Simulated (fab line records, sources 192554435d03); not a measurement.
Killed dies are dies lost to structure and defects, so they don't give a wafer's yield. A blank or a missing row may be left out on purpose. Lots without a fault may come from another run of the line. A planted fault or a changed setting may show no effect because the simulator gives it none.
fab line records | flow n5_finfet
record lots=9 wafers=27 last_day=15
route steps=1938 shown HKMG_FIN@413 BEOL_M4@1102 BEOL_M5@1116 PASSIVATION@1936
lots that met no fault: from a run of the same line without faults
start_h: hours from the record's first day to the start of the lot's first wafer shown | wait_h: hours since the lot's step before | " the same as in the row above | L1.1+2: a row that stands for several wafers | - no value, or no start given | * or withheld: withheld | < > ~ a bound
route shown NAME@n: a module of which the file shows steps, and the number in the route of the first | usual: mean/standard deviation of fault-free wafers | same: alike in all rows | chamber/n: place in a boat | sites: the reading at each site | _std_site: their standard deviation | _edge_site: outer sites' mean less inner sites' | radius_mm: how far each site lies from the wafer's centre | mask NAME#n: copy n | behind: the tool/chamber that last shaped the wafer | hold: why the lot was held/for how many hours/how that ended | device: the transistor (n, p or np) that didn't switch | end of line: the same wafers' tests at the end of the route | a step without rows: its recipe alone | killed: dies lost to structure and defects at the first sort, not the wafer's yield | map: a wafer's dies, x killed, . not, _ none there
set.NAME: the setting as run; set.NAME@STEP: as run at that earlier step | model.NAME: the simulator's own value behind a step, which no gauge read
steps of the route over a sample of lots; a table a step, a row a wafer
services: from which hour (start_h, from the record's first day; less than 0 if before it) a tool's chamber was out of use, for how many hours, and why
## steps
# step N5_HKMG_FIN_CVD_62
# recipe material=a-Si target_thk_a=30 temp_c=500 precursor=Si2H6 pressure_torr=1 time_s=20.8
# usual heater_power_w=1525/110 susceptor_temp_C=499.99/0.29
# columns lot.wafer tool chamber start_h wait_h heater_power_w susceptor_temp_C
L269.2 thermal_cvd_si-02 2 74.32 0.2 1389 499.62
L269.3 " 0 " " 1684 499.96
L269.4 " 2 " " 1399 499.61
L270.3 thermal_cvd_si-02 2 84.76 0.2 1396 500.33
L270.4 " 0 " " 1749 499.44
L270.5 " 1 " " 1523 500.04
L276.2 thermal_cvd_si-02 2 118.67 0.2 1412 500.01
L276.4 " 2 " " 1373 500.16
L276.5 " 1 " " 1546 500.21
L275.1 thermal_cvd_si-01 0 120.32 0.2 1441 500.13
L275.2 " 2 " " 1506 499.63
L275.4 " 0 " " 1438 500.23
L277.4 thermal_cvd_si-02 2 126.50 0.2 1426 500.01
L277.5 " 0 " " 1745 499.90
L277.6 " 1 " " 1559 500.26
L278.1 thermal_cvd_si-01 2 128.92 0.2 1486 500.10
L278.2 " 0 " " 1434 499.78
L278.6 " 2 " " 1558 499.91
L279.3 thermal_cvd_si-02 2 138.21 0.2 1377 500.26
L279.5 " 2 " " 1434 500.16
L279.6 " 1 " " 1568 500.02
L282.1 thermal_cvd_si-02 0 158.27 0.2 1743 499.82
L282.3 " 2 " " 1388 499.94
L282.4 " 1 " " 1578 500.01
L285.3 thermal_cvd_si-02 2 169.06 0.2 1362 500.17
L285.4 " 1 " " 1561 500.35
L285.6 " 0 " " 1729 499.84
# step N5_BEOL_M4_ANNEAL_51
# recipe temp_c=225 time_s=90 ambient=N2
# usual wafer_temp_C_max=225.76/0.22
# columns lot.wafer tool chamber start_h wait_h wafer_temp_C_max
L269.2 rtp_anneal-01 0 162.64 0.2 225.90
L269.3 " 0 " " 225.88
L269.4 " 0 " " 226.20
L270.3 rtp_anneal-02 0 182.27 2.0 225.81
L270.4 " 0 " " 225.71
L270.5 " 0 " " 225.70
L276.2 rtp_anneal-02 0 208.17 3.4 225.95
L276.4 " 0 " " 225.62
L276.5 " 0 " " 225.81
L277.4 rtp_anneal-02 0 212.82 2.3 225.16
L277.5 " 0 " " 225.84
L277.6 " 0 " " 225.54
L275.1 rtp_anneal-02 0 215.90 3.1 226.19
L275.2 " 0 " " 226.11
L275.4 " 0 " " 225.97
L278.1 rtp_anneal-02 0 217.43 2.8 225.73
L278.2 " 0 " " 225.64
L278.6 " 0 " " 225.89
L279.3 rtp_anneal-02 0 221.30 1.1 225.83
L279.5 " 0 " " 225.67
L279.6 " 0 " " 226.25
L282.1 rtp_anneal-02 0 255.32 0.2 225.76
L282.3 " 0 " " 225.92
L282.4 " 0 " " 225.44
L285.3 rtp_anneal-01 0 264.59 0.1 225.71
L285.4 " 0 " " 225.83
L285.6 " 0 " " 225.75
# step N5_BEOL_M4_PRE_CLEAN_60
# recipe gas=NH3/H2 time_s=15 temp_c=* rf_power_w=300
# usual heater_power_w=83/13 susceptor_temp_C=*
# columns lot.wafer tool chamber start_h wait_h heater_power_w susceptor_temp_C
L269.2 cvd_co-02 0 163.23 0.0 83 *
L269.3 " 2 " " 100 *
L269.4 " 0 " " 85 *
L270.3 cvd_co-01 1 182.82 0.0 101 *
L270.4 " 0 " " 69 *
L270.5 " 2 " " 67 *
L276.2 cvd_co-01 1 208.76 0.0 105 *
L276.4 " 0 " " 68 *
L276.5 " 1 " " 104 *
L277.4 cvd_co-02 2 213.34 0.1 101 *
L277.5 " 1 " " 73 *
L277.6 " 0 " " 83 *
L275.1 cvd_co-01 0 216.53 0.0 68 *
L275.2 " 2 " " 69 *
L275.4 " 0 " " 69 *
L278.1 cvd_co-02 1 218.23 0.2 73 *
L278.2 " 2 " " 101 *
L278.6 " 0 " " 86 *
L279.3 cvd_co-02 2 221.84 0.0 99 *
L279.5 " 1 " " 73 *
L279.6 " 2 " " 99 *
L282.1 cvd_co-02 0 256.12 0.0 86 *
L282.3 " 1 " " 74 *
L282.4 " 0 " " 84 *
L285.3 cvd_co-02 0 265.22 0.1 82 *
L285.4 " 0 " " 83 *
L285.6 " 2 " " 98 *
# step N5_BEOL_M4_RC_MEAS_101
# usual DIBL_N=35.8/1.8 DIBL_P=35.9/2.2 EOT_P=10.49/0.1 IGATE_P=0.0036/0.00061 IOFF_N=0.16/0.035 IOFF_N_85C=3.0/0.56 IOFF_N_LIN=0.072/0.013 IOFF_N_LONG=5.53e-05/2.2e-06 IOFF_P=0.21/0.04 IOFF_P_85C=3.6/0.6 IOFF_P_LIN=0.099/0.015 IOFF_P_LONG=0.000108/8.2e-06 ION_N=672/11 ION_P=461/7.4 SS_N=71.4/0.64 SS_P=73.2/0.67 VT_N=250/3.5 VT_N_LONG=275.0/1.8 VT_N_LVT=99/3.5 VT_P=-251/3.4 VT_P_LONG=-274.9/2.7 VT_P_LVT=-99/3.1
# columns lot.wafer tool chamber start_h wait_h DIBL_N[mV/V] DIBL_P[mV/V] EOT_P IGATE_P[nA/um] IOFF_N[nA/um] IOFF_N_85C[nA/um] IOFF_N_LIN[nA/um] IOFF_N_LONG[nA/um] IOFF_P[nA/um] IOFF_P_85C[nA/um] IOFF_P_LIN[nA/um] IOFF_P_LONG[nA/um] ION_N[uA/um] ION_P[uA/um] SS_N[mV/dec] SS_P[mV/dec] VT_N[mV] VT_N_LONG[mV] VT_N_LVT[mV] VT_P[mV] VT_P_LONG[mV] VT_P_LVT[mV]
L269.2 prober-02 0 163.66 0.2 35.0 34.4 10.43 0.0038 0.15 2.9 0.068 5.78e-05 0.16 2.9 0.082 0.000106 664 450 71.5 73.0 250 270.8 98 -254 -278.0 -101
L269.3 " 0 " " 35.8 36.3 10.38 0.0039 0.17 3.2 0.079 5.82e-05 0.19 3.3 0.093 0.000105 691 467 72.1 73.8 248 270.6 95 -252 -279.0 -97
L269.4 " 0 " " 35.0 35.2 10.40 0.0041 0.15 2.9 0.071 5.82e-05 0.17 3.1 0.088 0.000105 671 459 72.0 72.7 248 273.1 98 -252 -277.6 -100
L270.3 prober-01 0 183.41 0.3 34.9 36.2 10.47 0.0040 0.17 3.3 0.079 5.81e-05 0.23 3.9 0.108 0.000112 675 468 71.4 74.0 247 275.0 96 -246 -272.1 -96
L270.4 " 0 " " 32.9 34.3 10.53 0.0037 0.14 2.8 0.069 5.83e-05 0.20 3.5 0.099 0.000117 669 463 71.4 72.7 250 272.9 99 -250 -271.9 -98
L270.5 " 0 " " 34.9 36.9 10.42 0.0037 0.17 3.4 0.082 5.8e-05 0.25 4.2 0.117 0.000117 677 476 71.0 72.8 245 273.6 95 -246 -272.3 -94
L276.2 prober-01 0 209.22 0.2 36.0 35.7 10.41 0.0040 0.15 2.9 0.067 5.32e-05 0.20 3.5 0.095 0.000105 665 462 71.5 72.8 254 274.3 101 -250 -274.5 -100
L276.4 " 0 " " 39.2 39.2 10.45 0.0037 0.21 3.9 0.088 5.3e-05 0.27 4.5 0.118 0.00011 683 468 72.0 74.2 251 275.1 97 -248 -274.2 -95
L276.5 " 0 " " 38.9 39.0 10.42 0.0037 0.20 3.8 0.086 5.31e-05 0.25 4.2 0.111 0.000108 676 470 72.2 73.1 248 274.8 98 -250 -272.3 -96
L277.4 prober-02 0 214.06 0.5 36.3 36.0 10.60 0.0030 0.15 2.9 0.066 5.35e-05 0.18 3.2 0.087 0.000107 663 455 71.7 73.6 251 275.8 99 -253 -275.8 -101
L277.5 " 0 " " 38.0 39.9 10.67 0.0029 0.19 3.6 0.085 5.31e-05 0.26 4.2 0.111 0.000103 677 462 71.8 74.1 249 274.8 95 -249 -276.2 -96
L277.6 " 0 " " 36.0 36.2 10.42 0.0044 0.15 2.9 0.068 5.35e-05 0.19 3.4 0.090 0.000106 667 458 71.1 73.6 249 275.2 98 -251 -276.6 -100
L275.1 prober-01 0 216.83 0.0 38.6 40.7 10.71 0.0023 0.21 3.9 0.092 5.38e-05 0.24 4.2 0.109 0.000101 691 467 72.3 73.7 247 277.6 95 -250 -276.7 -98
L275.2 " 0 " " 36.7 37.9 10.53 0.0035 0.17 3.3 0.077 5.28e-05 0.19 3.4 0.092 0.0001 683 459 72.1 72.5 249 276.3 98 -251 -278.5 -101
L275.4 " 0 " " 35.0 36.7 10.57 0.0026 0.13 2.6 0.062 5.22e-05 0.17 3.0 0.082 9.6e-05 665 451 71.1 72.8 254 275.7 101 -255 -275.8 -103
L278.1 prober-01 0 218.52 0.0 37.6 38.2 10.63 0.0033 0.20 3.7 0.087 5.69e-05 0.24 4.2 0.110 0.000106 682 460 72.5 74.0 248 272.7 95 -248 -279.7 -96
L278.2 " 0 " " 34.9 34.9 10.57 0.0032 0.14 2.7 0.065 5.62e-05 0.19 3.4 0.092 0.000105 667 458 71.6 72.9 252 273.1 101 -252 -275.4 -100
L278.6 " 0 " " 38.6 38.6 10.57 0.0030 0.20 3.7 0.086 5.67e-05 0.25 4.3 0.112 0.000109 682 465 72.4 73.3 247 270.5 98 -247 -276.0 -97
L279.3 prober-01 0 222.42 0.3 38.0 37.8 10.25 0.0054 0.20 3.7 0.089 5.58e-05 0.24 4.0 0.106 0.0001 686 463 71.9 74.3 244 275.9 95 -250 -275.8 -98
L279.5 " 0 " " 38.2 37.2 10.34 0.0042 0.20 3.7 0.084 5.6e-05 0.23 4.0 0.105 0.000107 677 461 72.3 73.8 248 275.3 96 -251 -279.1 -99
L279.6 " 0 " " 36.5 35.5 10.47 0.0039 0.17 3.2 0.077 5.67e-05 0.20 3.6 0.096 0.000107 687 469 71.7 74.4 249 274.8 96 -252 -275.9 -99
L282.1 prober-02 0 256.39 0.0 35.2 34.5 10.53 0.0034 0.14 2.7 0.063 5.62e-05 0.18 3.2 0.090 0.000105 667 459 70.5 72.1 252 277.3 100 -250 -273.8 -100
L282.3 " 0 " " 37.3 37.3 10.44 0.0038 0.16 3.1 0.074 5.44e-05 0.22 3.8 0.104 0.000106 684 467 71.4 72.6 250 275.1 99 -250 -274.5 -98
L282.4 " 0 " " 37.4 39.5 10.87 0.0008 0.00 0.0 0.000 3e-05 5.64 57.4 2.500 0.000734 258 581 71.2 73.3 444 470.5 294 -162 -213.0 -11
L285.3 prober-02 0 265.80 0.3 31.7 31.2 10.42 0.0041 0.09 1.9 0.045 5.59e-05 0.13 2.5 0.074 0.000107 654 456 70.2 71.9 258 274.3 108 -256 -275.7 -104
L285.4 " 0 " " 34.4 36.5 10.80 0.0007 0.00 0.0 0.000 3.03e-05 4.31 45.5 2.132 0.000718 250 577 70.6 73.2 451 471.5 303 -164 -214.6 -14
L285.6 " 0 " " 33.8 34.5 10.55 0.0036 0.12 2.5 0.060 5.49e-05 0.18 3.2 0.092 0.000113 667 469 70.6 72.2 251 274.8 101 -251 -275.6 -101
# step N5_BEOL_M5_HM_DEP_02
# recipe material=TiN target_thk_a=200 temp_c=25 chamber_pressure_pa=0.49996
# usual chamber_pressure_pa=0.5001/0.001 susceptor_temp_C=25.00/0.11 throttle_valve_pct=29.4/1.1
# columns lot.wafer tool chamber start_h wait_h chamber_pressure_pa susceptor_temp_C throttle_valve_pct
L269.2 pvd_sputter-03 - 165.33 0.2 0.5026 24.87 28.7
L269.3 " - " " 0.4990 24.87 28.8
L269.4 " - " " 0.4994 25.07 31.1
L270.3 pvd_sputter-01 - 186.09 1.4 0.4999 25.02 30.6
L270.4 " - " " 0.5016 25.12 27.7
L270.5 " - " " 0.5001 25.06 29.0
L276.2 pvd_sputter-02 - 211.57 0.4 0.4988 24.83 30.1
L276.4 " - " " 0.5012 25.13 29.3
L276.5 " - " " 0.5006 24.94 30.2
L277.4 pvd_sputter-01 - 216.63 1.4 0.4990 24.92 27.8
L277.5 " - " " 0.5005 25.15 27.9
L277.6 " - " " 0.5007 25.06 29.2
L275.1 pvd_sputter-02 - 220.41 0.5 0.5011 24.81 30.2
L275.2 " - " " 0.5017 25.12 31.3
L275.4 " - " " 0.5001 25.08 30.0
L278.1 pvd_sputter-03 - 220.44 0.3 0.4995 25.07 31.0
L278.2 " - " " 0.5009 24.95 28.9
L278.6 " - " " 0.4994 24.81 28.6
L279.3 pvd_sputter-02 - 225.37 1.6 0.5008 25.00 31.2
L279.5 " - " " 0.4993 25.10 30.2
L279.6 " - " " 0.4998 24.97 30.5
L282.1 pvd_sputter-03 - 258.29 0.3 0.5017 24.93 28.9
L282.3 " - " " 0.4981 25.02 28.9
L282.4 " - " " 0.4993 25.01 28.8
L285.3 pvd_sputter-01 - 268.11 1.0 0.5011 25.00 28.9
L285.4 " - " " 0.5008 25.08 27.8
L285.6 " - " " 0.5001 25.00 27.7
# step N5_PASSIVATION_PROBE_49
# usual defect_limited_yield=91.0/1.5 killed_at_M0_to_M3=34/9.1 killed_at_M4_up=14/5.7 killed_at_contacts=13/5.7 killed_at_front_end=42/12 killed_at_other=4/3.4 killed_dies=106/17 killed_open=70/13 killed_short=34/7.5 sort_bin_4_leakage=0.00/0.014 sort_bin_5_function=5.2/0.94 sort_bin_6_memory=3.4/0.69 sort_bin_8_speed=0.00/0.029 sort_n_pass=1074/17 sort_yield_pct=91.0/1.5
# same gross_dies=1180 killed_at_back_side=0
# columns lot.wafer tool chamber start_h wait_h defect_limited_yield[%] killed_at_M0_to_M3 killed_at_M4_up killed_at_contacts killed_at_front_end killed_at_other killed_dies killed_open killed_short sort_bin_4_leakage[%] sort_bin_5_function[%] sort_bin_6_memory[%] sort_bin_8_speed[%] sort_n_pass sort_yield_pct[%]
L276.2 prober-01 - 320.40 0.1 90.2 29 16 8 57 6 116 83 30 0 6.0 3.6 0 1064 90.2
L276.4 prober-01 - 320.50 0.2 89.2 40 17 20 49 2 128 88 39 0 7.2 3.4 0 1052 89.2
L276.5 prober-01 - 320.55 0.2 90.3 44 9 16 40 6 115 69 44 0 5.3 3.9 0 1065 90.3
L275.1 prober-01 - 322.89 0.0 91.4 31 19 5 39 7 101 71 28 0 5.1 3.2 0 1079 91.4
L275.2 prober-01 - 322.94 0.1 92.2 21 10 7 48 6 92 52 37 0 4.3 3.3 0 1088 92.2
L275.4 prober-01 - 323.04 0.2 91.8 31 6 11 46 3 97 59 36 0 5.1 2.7 0 1083 91.8
L278.1 prober-02 - 325.77 0.0 87.9 61 8 12 59 3 143 98 45 0 7.1 4.4 0 1037 87.9
L278.2 prober-02 - 325.82 0.1 89.2 50 9 8 60 0 127 88 39 0 6.2 4.3 0 1053 89.2
L278.6 prober-02 - 326.02 0.3 89.3 52 7 5 60 2 126 89 34 0 6.4 3.5 0 1054 89.3
L279.3 prober-02 - 333.64 0.1 91.9 19 24 11 22 19 95 59 36 0 5.0 3.0 0 1085 91.9
L279.5 prober-02 - 333.74 0.2 90.0 21 32 15 42 8 118 76 38 0 5.3 3.6 0 1062 90.0
L279.6 prober-02 - 333.79 0.3 89.7 28 23 14 50 7 122 72 49 0 5.6 4.5 0 1058 89.7
L282.1 prober-02 - 356.70 0.0 91.9 26 12 10 45 3 96 65 28 0 4.5 3.2 0 1084 91.9
L282.3 prober-02 - 356.80 0.1 90.8 27 7 13 59 2 108 72 34 0 5.7 3.1 0 1072 90.8
L282.4 prober-02 - 356.85 0.2 91.4 21 13 13 50 4 101 74 24 91.44 5.4 2.9 0 0 0
L285.3 prober-01 - 358.59 0.1 92.0 26 11 13 34 10 94 50 44 0 4.7 3.0 0 1086 92.0
L285.4 prober-01 - 358.64 0.2 93.1 29 18 4 28 2 81 61 20 93.14 3.6 3.1 0 0 0
L285.6 prober-01 - 358.74 0.3 89.4 50 17 17 20 21 125 83 41 0 5.8 4.3 0 1055 89.4
# killed by level:class
L276.2 STI_FIN_REVEAL:geometric_particle:open=20 FIN_SAQP:geometric_particle:open=14 FIN_SAQP:geometric_particle:short=6 MOL_CONTACT_COAG:geometric_particle:open=6 BEOL_M3:geometric_particle:open=6 BEOL_M0_SAQP:geometric_particle:open=5 BEOL_M1:geometric_particle:open=5 BEOL_M4:geometric_particle:open=5
L276.4 MOL_CONTACT_COAG:geometric_particle:open=16 FIN_SAQP:geometric_particle:open=14 FIN_SAQP:geometric_particle:short=10 BEOL_M3:geometric_particle:open=10 BEOL_M4:geometric_particle:open=10 BEOL_M0_SAQP:geometric_particle:open=9 BEOL_M0_SAQP:geometric_particle:short=7 STI_FIN_REVEAL:geometric_particle:open=6
L276.5 MOL_CONTACT_COAG:geometric_particle:open=16 FIN_SAQP:geometric_particle:open=13 BEOL_M1:geometric_particle:open=12 BEOL_M0_SAQP:geometric_particle:short=11 BEOL_M3:geometric_particle:open=9 FIN_SAQP:geometric_particle:short=8 ILD0:geometric_particle:short=5 MIM_TOP:geometric_particle:short=4
L275.1 STI_FIN_REVEAL:geometric_particle:open=10 BEOL_M2:geometric_particle:open=10 BEOL_M4:geometric_particle:open=8 GATE_CUT:geometric_particle:short=7 GATE_CUT:geometric_particle:open=6 BEOL_M0_SAQP:geometric_particle:short=6 DUMMY_GATE:geometric_particle:open=5 MOL_CONTACT_COAG:geometric_particle:open=5
L275.2 FIN_SAQP:geometric_particle:short=8 BEOL_M2:geometric_particle:open=8 DUMMY_GATE:geometric_particle:open=7 GATE_CUT:geometric_particle:short=7 FIN_SAQP:geometric_particle:open=6 MOL_CONTACT_COAG:geometric_particle:open=5 BEOL_M1:geometric_particle:open=5 STARTING-WAFER:geometric_particle:open=5
L275.4 FIN_SAQP:geometric_particle:open=14 GATE_CUT:geometric_particle:short=8 BEOL_M2:geometric_particle:open=8 MOL_CONTACT_COAG:geometric_particle:open=7 BEOL_M3:geometric_particle:open=7 STI_FIN_REVEAL:geometric_particle:open=6 BEOL_M0_SAQP:geometric_particle:open=6 FIN_SAQP:geometric_particle:short=5
L278.1 BEOL_M3:geometric_particle:open=23 BEOL_M2:geometric_particle:open=18 FIN_SAQP:geometric_particle:open=14 MOL_CONTACT_COAG:geometric_particle:open=10 FIN_SAQP:geometric_particle:short=9 STI_FIN_REVEAL:geometric_particle:open=8 BEOL_M3:geometric_particle:short=7 ILD0:geometric_particle:open=6
L278.2 STI_FIN_REVEAL:geometric_particle:open=21 BEOL_M3:geometric_particle:open=17 BEOL_M2:geometric_particle:open=9 STI_FIN_REVEAL:geometric_particle:short=8 BEOL_M0_SAQP:geometric_particle:short=8 MOL_CONTACT_COAG:geometric_particle:open=7 FIN_SAQP:geometric_particle:open=6 FIN_SAQP:geometric_particle:short=5
L278.6 BEOL_M3:geometric_particle:open=21 STI_FIN_REVEAL:geometric_particle:open=16 FIN_SAQP:geometric_particle:open=15 BEOL_M0_SAQP:geometric_particle:open=14 FIN_SAQP:geometric_particle:short=9 BEOL_M0_SAQP:geometric_particle:short=8 BEOL_M4:geometric_particle:open=6 DUMMY_GATE:geometric_particle:open=5
L279.3 MOL_CONTACT_COAG:geometric_particle:open=11 BEOL_M4:geometric_particle:open=10 GATE_CUT:geometric_particle:short=8 BEOL_M0_SAQP:geometric_particle:open=6 BEOL_M3:geometric_particle:open=6 BEOL_M4:geometric_particle:short=6 MIM_TOP_ETCH:geometric_particle:open=5 PASS1_CAP:geometric_particle:open=4
L279.5 BEOL_M4:geometric_particle:open=19 MOL_CONTACT_COAG:geometric_particle:open=10 STI_FIN_REVEAL:geometric_particle:open=8 BEOL_M0_SAQP:geometric_particle:open=8 FIN_SAQP:geometric_particle:short=6 BEOL_M0_SAQP:geometric_particle:short=6 GATE_CUT:geometric_particle:short=5 BEOL_M4:geometric_particle:short=5
L279.6 BEOL_M4:geometric_particle:open=15 BEOL_M3:geometric_particle:open=12 FIN_SAQP:geometric_particle:short=11 MOL_CONTACT_COAG:geometric_particle:open=11 STI_FIN_REVEAL:geometric_particle:open=10 FIN_SAQP:geometric_particle:open=8 BEOL_M0_SAQP:geometric_particle:short=7 GATE_CUT:geometric_particle:short=5
L282.1 FIN_SAQP:geometric_particle:open=12 BEOL_M3:geometric_particle:open=7 FIN_SAQP:geometric_particle:short=6 MOL_CONTACT_COAG:geometric_particle:open=6 STI_FIN_REVEAL:geometric_particle:open=5 BEOL_M0_SAQP:geometric_particle:open=5 BEOL_M1:geometric_particle:open=5 DUMMY_GATE:geometric_particle:open=4
L282.3 FIN_SAQP:geometric_particle:open=19 FIN_SAQP:geometric_particle:short=11 STI_FIN_REVEAL:geometric_particle:open=10 MOL_CONTACT_COAG:geometric_particle:open=9 BEOL_M3:geometric_particle:open=8 BEOL_M0_SAQP:geometric_particle:short=5 DUMMY_GATE:geometric_particle:open=4 GATE_CUT:geometric_particle:open=4
L282.4 FIN_SAQP:geometric_particle:open=17 MOL_CONTACT_COAG:geometric_particle:open=12 GATE_CUT:geometric_particle:open=6 BEOL_M0_SAQP:geometric_particle:short=5 BEOL_M3:geometric_particle:open=5 FIN_SAQP:geometric_particle:short=4 STI_FIN_REVEAL:geometric_particle:open=4 DUMMY_GATE:geometric_particle:open=4
L285.3 MOL_CONTACT_COAG:geometric_particle:open=11 FIN_SAQP:geometric_particle:short=9 FIN_SAQP:geometric_particle:open=7 BEOL_M0_SAQP:geometric_particle:short=6 BEOL_M3:geometric_particle:open=6 BEOL_M3:geometric_particle:short=6 PASS1_CAP:geometric_particle:short=5 STI_FIN_REVEAL:geometric_particle:open=3
L285.4 FIN_SAQP:geometric_particle:open=11 BEOL_M0_SAQP:geometric_particle:open=9 BEOL_M3:geometric_particle:open=7 BEOL_M4:geometric_particle:open=6 BEOL_M7:geometric_particle:open=6 FIN_SAQP:geometric_particle:short=5 STI_FIN_REVEAL:geometric_particle:open=5 BEOL_M0_SAQP:geometric_particle:short=5
L285.6 BEOL_M3:geometric_particle:open=14 MOL_CONTACT_COAG:geometric_particle:open=12 BEOL_M0_SAQP:geometric_particle:open=9 BEOL_M1:geometric_particle:open=8 BEOL_M3:geometric_particle:short=7 MOL_CONTACT_COAG:geometric_particle:short=5 BEOL_M4:geometric_particle:open=5 BEOL_M7:geometric_particle:open=5
## services
# columns tool chamber start_h hours kind
cvd_co-01 2 65.91 7.7 repair
rtp_anneal-02 - 68.09 4.4 pm
pvd_sputter-02 - 82.40 1.1 repair
cvd_co-02 - 86.62 0.8 repair
thermal_cvd_si-01 - 102.14 2.8 pm
cvd_co-02 1 114.69 - clean
cvd_co-02 1 114.69 22.0 scheduled_down
cvd_co-02 1 114.69 22.0 vent_cycle
thermal_cvd_si-02 - 134.61 0.9 repair
thermal_cvd_si-02 - 156.52 0.7 repair
rtp_anneal-01 - 165.19 53.8 pm
thermal_cvd_si-02 2 193.28 13.2 repair
cvd_co-01 - 215.00 1.1 repair
thermal_cvd_si-02 - 227.78 2.8 pm
## key
first_sign step=N5_BEOL_M4_RC_MEAS_101 reading=IOFF_P_LIN direction=up sigmas=99+ usual=0.099 struck=2.316
effect step=N5_BEOL_M4_RC_MEAS_101 reading=IOFF_P direction=up sigmas=99+ usual=0.21 struck=4.97
effect step=N5_BEOL_M4_RC_MEAS_101 reading=VT_N_LONG direction=up sigmas=99+ usual=275.0 struck=471.0
effect step=N5_BEOL_M4_RC_MEAS_101 reading=IOFF_P_85C direction=up sigmas=80 usual=3.6 struck=51.5
effect step=N5_BEOL_M4_RC_MEAS_101 reading=IOFF_P_LONG direction=up sigmas=76 usual=0.000108 struck=0.000726
effect step=N5_BEOL_M4_RC_MEAS_101 reading=VT_N_LVT direction=up sigmas=56 usual=99 struck=298
effect step=N5_BEOL_M4_RC_MEAS_101 reading=VT_N direction=up sigmas=56 usual=250 struck=447
effect step=N5_BEOL_M4_RC_MEAS_101 reading=ION_N direction=down sigmas=37 usual=672 struck=254
effect step=N5_BEOL_M4_RC_MEAS_101 reading=VT_P_LVT direction=up sigmas=28 usual=-99 struck=-12
effect step=N5_BEOL_M4_RC_MEAS_101 reading=VT_P direction=up sigmas=26 usual=-251 struck=-163
effect step=N5_BEOL_M4_RC_MEAS_101 reading=VT_P_LONG direction=up sigmas=23 usual=-274.9 struck=-213.8
effect step=N5_BEOL_M4_RC_MEAS_101 reading=ION_P direction=up sigmas=16 usual=461 struck=579
effect step=N5_PASSIVATION_PROBE_49 reading=sort_bin_4_leakage direction=up sigmas=99+ usual=0.00 struck=92.29
met_at N5_HKMG_FIN_CVD_62
struck_lots L282,L285
struck_wafers L282.4,L285.4
not_acting_at N5_BEOL_M4_ANNEAL_51,N5_BEOL_M4_PRE_CLEAN_60,N5_BEOL_M5_HM_DEP_02
onset_between 138.21 158.27
fault kind=process_parameter_drift tool=thermal_cvd_si-02 chamber=- onset_h=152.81 steps=N5_HKMG_FIN_CVD_62 channel=time_s offset=* shape=step end_h=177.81 scope=struck_wafers_only stated=*
